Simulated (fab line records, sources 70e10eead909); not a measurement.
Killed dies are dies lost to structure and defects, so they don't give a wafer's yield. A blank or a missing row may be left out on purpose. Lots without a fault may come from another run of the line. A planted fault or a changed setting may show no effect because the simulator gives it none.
Which tool did it? | flow nand_harc | 21 lots, 63 wafers sampled, at 6 steps of a route of 1159

WHAT THE GAUGES READ, wafer by wafer
The record holds no reading of a measuring or inspecting step that can be judged against a usual standard deviation.

WHICH TOOL RAN EACH LOT (tool, then ch and the chambers of the sampled wafers, then the start)
lot  | NHARC_A_CONTACT_ETCH_49                       | NHARC_A_CONTACT_ETCH_115             | NHARC_A_CONTACT_ETCH_122             | NHARC_A_CONTACT_ETCH_76                       | NHARC_A_CONTACT_ETCH_78                       | NHARC_A_CONTACT_DEP_84
L077 | rie_diel-08 ch 0,2, day 16 22:50 or earlier   | har_cap_etch-03 ch 0,1, day 16 22:50 | har_cap_etch-03 ch 0,1, day 16 23:41 | rie_diel-11 ch 0,1,3, day 17 10:08 or earlier | rie_diel-11 ch 0,1, day 17 10:08 or earlier   | acl_dep-02 ch 0, day 17 10:08
L076 | rie_diel-08 ch 0,1,3, day 17 00:08 or earlier | har_cap_etch-01 ch 0,1, day 17 00:08 | har_cap_etch-01 ch 0,1, day 17 00:47 | rie_diel-11 ch 1,3, day 17 10:36 or earlier   | rie_diel-11 ch 0,1,3, day 17 10:36 or earlier | acl_dep-01 ch 0, day 17 10:36
L078 | rie_diel-11 ch 1,3, day 17 12:43 or earlier   | har_cap_etch-03 ch 1, day 17 12:43   | har_cap_etch-03 ch 1, day 17 13:21   | rie_diel-08 ch 1,2, day 17 22:34 or earlier   | rie_diel-08 ch 1,2, day 17 22:34 or earlier   | acl_dep-01 ch 0, day 17 22:34
L081 | rie_diel-08 ch 0,1,2, day 18 05:58 or earlier | har_cap_etch-02 ch 0,1, day 18 05:58 | har_cap_etch-02 ch 0,1, day 18 06:36 | rie_diel-08 ch 0,2, day 18 17:21 or earlier   | rie_diel-08 ch 0,1,2, day 18 17:21 or earlier | acl_dep-02 ch 0, day 18 17:21
L082 | rie_diel-13 ch 0,1,2, day 18 15:21 or earlier | har_cap_etch-02 ch 0,1, day 18 15:21 | har_cap_etch-02 ch 0,1, day 18 15:59 | rie_diel-11 ch 0,1,3, day 19 04:13 or earlier | rie_diel-11 ch 0,1,3, day 19 04:13 or earlier | acl_dep-01 ch 0, day 19 04:13
L083 | rie_diel-11 ch 1,2,3, day 18 15:58 or earlier | har_cap_etch-01 ch 0,1, day 18 15:58 | har_cap_etch-01 ch 0,1, day 18 16:50 | rie_diel-11 ch 0,1,3, day 19 04:03 or earlier | rie_diel-11 ch 1,3, day 19 04:03 or earlier   | acl_dep-02 ch 0, day 19 04:03
L084 | rie_diel-11 ch 0,1,2, day 18 20:06 or earlier | har_cap_etch-02 ch 0,1, day 18 20:06 | har_cap_etch-02 ch 0,1, day 18 20:44 | rie_diel-08 ch 1,3, day 19 09:14 or earlier   | rie_diel-08 ch 0,1,2, day 19 09:14 or earlier | acl_dep-02 ch 0, day 19 09:14
L079 | rie_diel-13 ch 0,3, day 18 20:30 or earlier   | har_cap_etch-01 ch 0,1, day 18 20:30 | har_cap_etch-01 ch 0,1, day 18 21:22 | rie_diel-11 ch 0,1, day 19 09:44 or earlier   | rie_diel-11 ch 1,3, day 19 09:44 or earlier   | acl_dep-01 ch 0, day 19 09:44
L086 | rie_diel-11 ch 1,2,3, day 19 01:37 or earlier | har_cap_etch-01 ch 0,1, day 19 01:37 | har_cap_etch-01 ch 0,1, day 19 02:28 | rie_diel-08 ch 0,1,2, day 19 12:50 or earlier | rie_diel-08 ch 0,2,3, day 19 12:50 or earlier | acl_dep-02 ch 0, day 19 12:50
L088 | rie_diel-13 ch 0,2,3, day 19 02:35 or earlier | har_cap_etch-02 ch 0,1, day 19 02:35 | har_cap_etch-02 ch 0,1, day 19 03:13 | rie_diel-13 ch 2,3, day 19 13:22 or earlier   | rie_diel-13 ch 0,2,3, day 19 13:22 or earlier | acl_dep-01 ch 0, day 19 13:22
L085 | rie_diel-08 ch 0,1,2, day 19 11:53 or earlier | har_cap_etch-03 ch 0,1, day 19 11:53 | har_cap_etch-03 ch 0,1, day 19 12:31 | rie_diel-11 ch 0,1,3, day 19 21:28 or earlier | rie_diel-11 ch 0,3, day 19 21:28 or earlier   | acl_dep-03 ch 0, day 19 21:28
L087 | rie_diel-11 ch 1,2,3, day 19 13:01 or earlier | har_cap_etch-01 ch 0,1, day 19 13:01 | har_cap_etch-01 ch 0,1, day 19 13:39 | rie_diel-11 ch 0,2,3, day 19 22:55 or earlier | rie_diel-11 ch 1,2,3, day 19 22:55 or earlier | acl_dep-03 ch 0, day 19 22:55
L089 | rie_diel-08 ch 0,1, day 20 03:13 or earlier   | har_cap_etch-02 ch 0,1, day 20 03:13 | har_cap_etch-02 ch 0,1, day 20 03:51 | rie_diel-13 ch 0,1, day 20 12:53 or earlier   | rie_diel-13 ch 0,1,3, day 20 12:53 or earlier | acl_dep-01 ch 0, day 20 12:53
L090 | rie_diel-11 ch 0,2,3, day 20 06:46 or earlier | har_cap_etch-01 ch 1, day 20 06:46   | har_cap_etch-01 ch 1, day 20 07:23   | rie_diel-11 ch 0,3, day 20 20:06 or earlier   | rie_diel-11 ch 0,1,2, day 20 20:06 or earlier | acl_dep-02 ch 0, day 20 20:06
L091 | rie_diel-11 ch 0,1,3, day 20 08:19 or earlier | har_cap_etch-03 ch 0,1, day 20 08:19 | har_cap_etch-03 ch 0,1, day 20 08:58 | rie_diel-11 ch 0,2, day 20 23:41 or earlier   | rie_diel-11 ch 0,1,3, day 20 23:41 or earlier | acl_dep-03 ch 0, day 20 23:41
L092 | rie_diel-08 ch 1,2, day 20 11:32 or earlier   | har_cap_etch-01 ch 0,1, day 20 11:32 | har_cap_etch-01 ch 0,1, day 20 12:22 | rie_diel-11 ch 2,3, day 21 01:04 or earlier   | rie_diel-11 ch 1,3, day 21 01:04 or earlier   | acl_dep-02 ch 0, day 21 01:04
L093 | rie_diel-13 ch 0,2,3, day 20 16:01 or earlier | har_cap_etch-02 ch 0,1, day 20 16:01 | har_cap_etch-02 ch 0,1, day 20 16:40 | rie_diel-11 ch 0,2,3, day 21 09:35 or earlier | rie_diel-11 ch 0,1,2, day 21 09:35 or earlier | acl_dep-03 ch 0, day 21 09:35
L095 | rie_diel-11 ch 0,2, day 21 00:49 or earlier   | har_cap_etch-01 ch 0,1, day 21 00:49 | har_cap_etch-01 ch 0,1, day 21 01:27 | rie_diel-11 ch 0,1, day 21 11:50 or earlier   | rie_diel-11 ch 1,3, day 21 11:50 or earlier   | acl_dep-02 ch 0, day 21 11:50
L094 | rie_diel-13 ch 0,1,2, day 21 02:02 or earlier | har_cap_etch-03 ch 0,1, day 21 02:02 | har_cap_etch-03 ch 0,1, day 21 02:40 | rie_diel-13 ch 0,1,2, day 21 12:53 or earlier | rie_diel-13 ch 1,2,3, day 21 12:53 or earlier | acl_dep-02 ch 0, day 21 12:53
L096 | rie_diel-13 ch 1,2,3, day 21 18:29 or earlier | har_cap_etch-01 ch 0,1, day 21 18:29 | har_cap_etch-01 ch 0,1, day 21 19:07 | rie_diel-08 ch 0,2,3, day 22 03:49 or earlier | rie_diel-08 ch 0,1,2, day 22 03:49 or earlier | acl_dep-03 ch 0, day 22 03:49
L097 | rie_diel-13 ch 2,3, day 22 23:13 or earlier   | har_cap_etch-03 ch 0,1, day 22 23:13 | har_cap_etch-03 ch 0,1, day 22 23:51 | rie_diel-11 ch 0,3, day 23 12:43 or earlier   | rie_diel-11 ch 0,2,3, day 23 12:43 or earlier | acl_dep-01 ch 0, day 23 12:43
- NHARC_A_CONTACT_ETCH_49: etches the open film in N2/H2, target depth 260 nm, time 475.3 s.
- NHARC_A_CONTACT_ETCH_115: etches the open film in C4F8/O2/Ar, time 94 s, target depth 922 nm.
- NHARC_A_CONTACT_ETCH_122: etches the open film in C4F8/O2/Ar, time 95 s, target depth 930 nm.
- NHARC_A_CONTACT_ETCH_76: etches the open film in N2/H2, target depth 260 nm, time 475.3 s.
- NHARC_A_CONTACT_ETCH_78: etches the open film in O2/COS, target depth 2800 nm, time 728 s.
- NHARC_A_CONTACT_DEP_84: deposits aC, target thk 2000 nm.

WHAT THE TOOLS THEMSELVES READ (means of the sampled wafers that have a number; where no wafer has one, the mark that the record gives instead)
NHARC_A_CONTACT_ETCH_49.
lot  | tool        | chamber_pressure_mTorr (mTorr) | drypump_motor_current_A (A) | h2_flow_sccm (sccm) | n2_flow_sccm (sccm) | oes_product_au (a.u.) | rf_vpp_V (V) | showerhead_plenum_p_Torr (Torr) | throttle_valve_pct (%)
L077 | rie_diel-08 | 29.987                         | 5.8                         | 149.6               | 150.5               | 1.004                 | 431.8        | 2.07                            | 14.164
L076 | rie_diel-08 | 30.006                         | 6.1                         | 150.5               | 150.0               | 1.013                 | 428.8        | 1.98                            | 14.176
L078 | rie_diel-11 | 30.009                         | 6.2                         | 150.1               | 150.4               | 1.008                 | 430.3        | 2.01                            | 14.180
L081 | rie_diel-08 | 29.996                         | 6.0                         | 149.9               | 150.0               | 1.007                 | 429.5        | 2.00                            | 14.166
L082 | rie_diel-13 | 30.026                         | 5.4                         | 150.5               | 149.7               | 0.988                 | 428.5        | 2.00                            | 14.163
L083 | rie_diel-11 | 30.000                         | 6.0                         | 150.2               | 150.3               | 1.010                 | 430.1        | 2.05                            | 14.168
L084 | rie_diel-11 | 29.980                         | 6.0                         | 150.5               | 150.0               | 1.003                 | 431.2        | 2.07                            | 14.170
L079 | rie_diel-13 | 29.999                         | 5.5                         | 149.8               | 149.9               | 0.990                 | 428.1        | 1.94                            | 14.176
L086 | rie_diel-11 | 29.988                         | 5.9                         | 150.1               | 150.1               | 1.004                 | 430.2        | 2.05                            | 14.177
L088 | rie_diel-13 | 30.012                         | 5.6                         | 150.3               | 150.2               | 0.996                 | 429.7        | 2.00                            | 14.169
L085 | rie_diel-08 | 29.997                         | 6.0                         | 150.2               | 150.0               | 1.002                 | 429.4        | 2.00                            | 14.171
L087 | rie_diel-11 | 29.997                         | 6.0                         | 150.1               | 150.1               | 1.003                 | 431.2        | 2.05                            | 14.183
L089 | rie_diel-08 | 30.020                         | 6.3                         | 150.3               | 150.3               | 1.000                 | 429.0        | 1.99                            | 14.172
L090 | rie_diel-11 | 29.988                         | 5.8                         | 149.6               | 149.9               | 0.994                 | 430.6        | 2.04                            | 14.181
L091 | rie_diel-11 | 30.003                         | 6.2                         | 150.3               | 149.7               | 1.000                 | 430.0        | 2.02                            | 14.180
L092 | rie_diel-08 | 30.009                         | 6.0                         | 150.2               | 149.9               | 1.011                 | 428.0        | 1.96                            | 14.174
L093 | rie_diel-13 | 29.962                         | 5.6                         | 150.1               | 149.9               | 0.994                 | 429.0        | 2.00                            | 14.171
L095 | rie_diel-11 | 29.974                         | 5.5                         | 149.8               | 149.7               | 1.000                 | 431.4        | 2.08                            | 14.168
L094 | rie_diel-13 | 29.978                         | 5.4                         | 149.9               | 149.5               | 0.996                 | 430.6        | 2.00                            | 14.170
L096 | rie_diel-13 | 30.000                         | 5.5                         | 150.1               | 150.1               | 1.002                 | 429.6        | 2.01                            | 14.171
L097 | rie_diel-13 | 30.007                         | 5.6                         | 150.0               | 150.5               | 1.007                 | 430.7        | 2.05                            | 14.175

NHARC_A_CONTACT_ETCH_115.
lot  | tool            | chamber_pressure_mTorr (mTorr)
L077 | har_cap_etch-03 | 20.002
L076 | har_cap_etch-01 | 20.000
L078 | har_cap_etch-03 | 20.029
L081 | har_cap_etch-02 | 20.000
L082 | har_cap_etch-02 | 20.006
L083 | har_cap_etch-01 | 20.012
L084 | har_cap_etch-02 | 20.007
L079 | har_cap_etch-01 | 20.006
L086 | har_cap_etch-01 | 20.007
L088 | har_cap_etch-02 | 19.998
L085 | har_cap_etch-03 | 20.002
L087 | har_cap_etch-01 | 20.012
L089 | har_cap_etch-02 | 19.987
L090 | har_cap_etch-01 | 20.005
L091 | har_cap_etch-03 | 19.992
L092 | har_cap_etch-01 | 20.001
L093 | har_cap_etch-02 | 20.000
L095 | har_cap_etch-01 | 19.995
L094 | har_cap_etch-03 | 20.001
L096 | har_cap_etch-01 | 19.999
L097 | har_cap_etch-03 | 20.018

NHARC_A_CONTACT_ETCH_122.
lot  | tool            | chamber_pressure_mTorr (mTorr)
L077 | har_cap_etch-03 | 20.020
L076 | har_cap_etch-01 | 20.016
L078 | har_cap_etch-03 | 19.981
L081 | har_cap_etch-02 | 20.003
L082 | har_cap_etch-02 | 19.992
L083 | har_cap_etch-01 | 20.006
L084 | har_cap_etch-02 | 19.999
L079 | har_cap_etch-01 | 19.992
L086 | har_cap_etch-01 | 20.006
L088 | har_cap_etch-02 | 20.006
L085 | har_cap_etch-03 | 19.991
L087 | har_cap_etch-01 | 20.001
L089 | har_cap_etch-02 | 19.997
L090 | har_cap_etch-01 | 19.987
L091 | har_cap_etch-03 | 20.014
L092 | har_cap_etch-01 | 20.009
L093 | har_cap_etch-02 | 19.998
L095 | har_cap_etch-01 | 19.990
L094 | har_cap_etch-03 | 19.989
L096 | har_cap_etch-01 | 20.012
L097 | har_cap_etch-03 | 20.006

NHARC_A_CONTACT_ETCH_76.
lot  | tool        | chamber_pressure_mTorr (mTorr) | drypump_motor_current_A (A) | h2_flow_sccm (sccm) | n2_flow_sccm (sccm) | oes_product_au (a.u.) | rf_vpp_V (V) | showerhead_plenum_p_Torr (Torr) | throttle_valve_pct (%)
L077 | rie_diel-11 | 29.990                         | 6.2                         | 150.3               | 149.9               | 0.997                 | 430.0        | 2.02                            | 14.163
L076 | rie_diel-11 | 29.998                         | 6.4                         | 150.2               | 150.0               | 1.004                 | 429.1        | 2.03                            | 14.169
L078 | rie_diel-08 | 30.003                         | 6.0                         | 150.3               | 150.1               | 1.010                 | 428.9        | 1.96                            | 14.178
L081 | rie_diel-08 | 30.015                         | 6.0                         | 150.3               | 149.3               | 0.992                 | 431.1        | 2.05                            | 14.167
L082 | rie_diel-11 | 30.007                         | 6.2                         | 149.7               | 150.2               | 1.006                 | 429.8        | 2.02                            | 14.172
L083 | rie_diel-11 | 29.991                         | 6.2                         | 150.0               | 150.4               | 1.000                 | 429.9        | 2.02                            | 14.165
L084 | rie_diel-08 | 30.016                         | 6.1                         | 150.1               | 150.0               | 1.014                 | 428.0        | 1.93                            | 14.165
L079 | rie_diel-11 | 30.004                         | 6.2                         | 149.7               | 149.6               | 1.003                 | 430.3        | 2.03                            | 14.168
L086 | rie_diel-08 | 30.020                         | 6.0                         | 150.4               | 150.2               | 1.002                 | 429.6        | 2.00                            | 14.168
L088 | rie_diel-13 | 29.982                         | 5.6                         | 149.7               | 150.0               | 1.000                 | 430.0        | 2.01                            | 14.167
L085 | rie_diel-11 | 30.007                         | 6.2                         | 149.7               | 150.0               | 1.004                 | 430.0        | 2.02                            | 14.172
L087 | rie_diel-11 | 30.008                         | 5.8                         | 150.2               | 149.9               | 1.009                 | 429.8        | 2.04                            | 14.177
L089 | rie_diel-13 | 30.009                         | 5.4                         | 150.2               | 149.6               | 0.989                 | 427.3        | 1.94                            | 14.170
L090 | rie_diel-11 | 30.010                         | 6.0                         | 150.6               | 150.4               | 1.006                 | 429.5        | 2.01                            | 14.180
L091 | rie_diel-11 | 30.016                         | 5.8                         | 150.0               | 150.3               | 0.998                 | 430.6        | 2.06                            | 14.166
L092 | rie_diel-11 | 30.006                         | 5.5                         | 150.4               | 150.1               | 1.001                 | 432.1        | 2.07                            | 14.172
L093 | rie_diel-11 | 30.014                         | 5.8                         | 150.2               | 149.8               | 1.000                 | 430.2        | 2.04                            | 14.172
L095 | rie_diel-11 | 30.006                         | 6.2                         | 150.3               | 150.2               | 0.995                 | 429.7        | 2.03                            | 14.171
L094 | rie_diel-13 | 30.024                         | 5.4                         | 150.4               | 150.1               | 1.002                 | 429.9        | 1.99                            | 14.160
L096 | rie_diel-08 | 29.992                         | 5.9                         | 150.1               | 150.0               | 0.993                 | 429.7        | 2.02                            | 14.178
L097 | rie_diel-11 | 30.018                         | 6.0                         | 150.3               | 149.8               | 1.008                 | 428.7        | 1.99                            | 14.171

NHARC_A_CONTACT_ETCH_78.
lot  | tool        | chamber_pressure_mTorr (mTorr) | drypump_motor_current_A (A) | oes_product_au (a.u.) | rf_vpp_V (V) | showerhead_plenum_p_Torr (Torr) | throttle_valve_pct (%)
L077 | rie_diel-11 | 19.981                         | 6.4                         | 0.999                 | 314.2        | 3.12                            | 28.331
L076 | rie_diel-11 | 19.984                         | 6.2                         | 1.005                 | 313.9        | 3.10                            | 28.330
L078 | rie_diel-08 | 20.003                         | 5.8                         | 1.012                 | 313.5        | 3.09                            | 28.331
L081 | rie_diel-08 | 19.999                         | 6.0                         | 0.998                 | 313.6        | 3.07                            | 28.335
L082 | rie_diel-11 | 20.007                         | 6.2                         | 0.997                 | 314.2        | 3.09                            | 28.327
L083 | rie_diel-11 | 20.028                         | 6.2                         | 0.999                 | 314.1        | 3.07                            | 28.315
L084 | rie_diel-08 | 19.993                         | 6.1                         | 1.003                 | 312.9        | 3.07                            | 28.326
L079 | rie_diel-11 | 20.007                         | 6.2                         | 1.003                 | 313.5        | 3.07                            | 28.337
L086 | rie_diel-08 | 20.001                         | 5.9                         | 1.004                 | 314.2        | 3.11                            | 28.331
L088 | rie_diel-13 | 20.012                         | 5.6                         | 0.996                 | 313.0        | 3.07                            | 28.321
L085 | rie_diel-11 | 20.005                         | 6.0                         | 0.999                 | 313.5        | 3.09                            | 28.333
L087 | rie_diel-11 | 20.001                         | 6.0                         | 1.002                 | 314.2        | 3.13                            | 28.333
L089 | rie_diel-13 | 20.019                         | 5.4                         | 0.997                 | 312.4        | 3.00                            | 28.331
L090 | rie_diel-11 | 19.999                         | 6.0                         | 1.007                 | 314.1        | 3.16                            | 28.339
L091 | rie_diel-11 | 20.006                         | 6.2                         | 1.002                 | 314.0        | 3.09                            | 28.328
L092 | rie_diel-11 | 20.024                         | 6.4                         | 1.007                 | 313.9        | 3.09                            | 28.339
L093 | rie_diel-11 | 19.998                         | 6.0                         | 1.006                 | 315.5        | 3.15                            | 28.336
L095 | rie_diel-11 | 19.999                         | 6.4                         | 0.996                 | 314.2        | 3.09                            | 28.327
L094 | rie_diel-13 | 19.989                         | 5.5                         | 1.009                 | 314.7        | 3.08                            | 28.330
L096 | rie_diel-08 | 20.008                         | 6.0                         | 0.994                 | 313.2        | 3.06                            | 28.332
L097 | rie_diel-11 | 19.999                         | 5.8                         | 0.999                 | 314.2        | 3.12                            | 28.339

NHARC_A_CONTACT_DEP_84.
lot  | tool       | throttle_valve_pct (%)
L077 | acl_dep-02 | 35.003
L076 | acl_dep-01 | 34.995
L078 | acl_dep-01 | 35.009
L081 | acl_dep-02 | 35.001
L082 | acl_dep-01 | 34.997
L083 | acl_dep-02 | 35.002
L084 | acl_dep-02 | 35.002
L079 | acl_dep-01 | 35.003
L086 | acl_dep-02 | 34.993
L088 | acl_dep-01 | 35.002
L085 | acl_dep-03 | 34.988
L087 | acl_dep-03 | 35.007
L089 | acl_dep-01 | 35.005
L090 | acl_dep-02 | 35.000
L091 | acl_dep-03 | 34.994
L092 | acl_dep-02 | 34.999
L093 | acl_dep-03 | 35.000
L095 | acl_dep-02 | 35.002
L094 | acl_dep-02 | 34.996
L096 | acl_dep-03 | 34.993
L097 | acl_dep-01 | 35.001

THE ANSWER, worked out from the rows above alone
Rule: what is usual is taken from the lots themselves. Put in order of their means at a reading, lots are off if they are a third of the lots or fewer, leave a main group of 4 or more, and stand apart from it by a gap of 3 or more times the standard deviation of the main group's means; of several such gaps the widest counts. A main group whose means are all the same, to the digits that the tables above print for the reading, isn't used. A lot without any number at a reading at which 4 lots or more have one is off too. The other lots that the step has rows for count as sound. The gauges are gone through in route order, then the tools' own readings, and for those a lot's mean is taken as printed above. The first step at which some lot is off is used, and at that step the reading that is off furthest; a lot without a number counts as furthest.
No lot is off at any reading shown: from this, nothing can be told.

WHAT THE SIMULATOR HAD PUT IN
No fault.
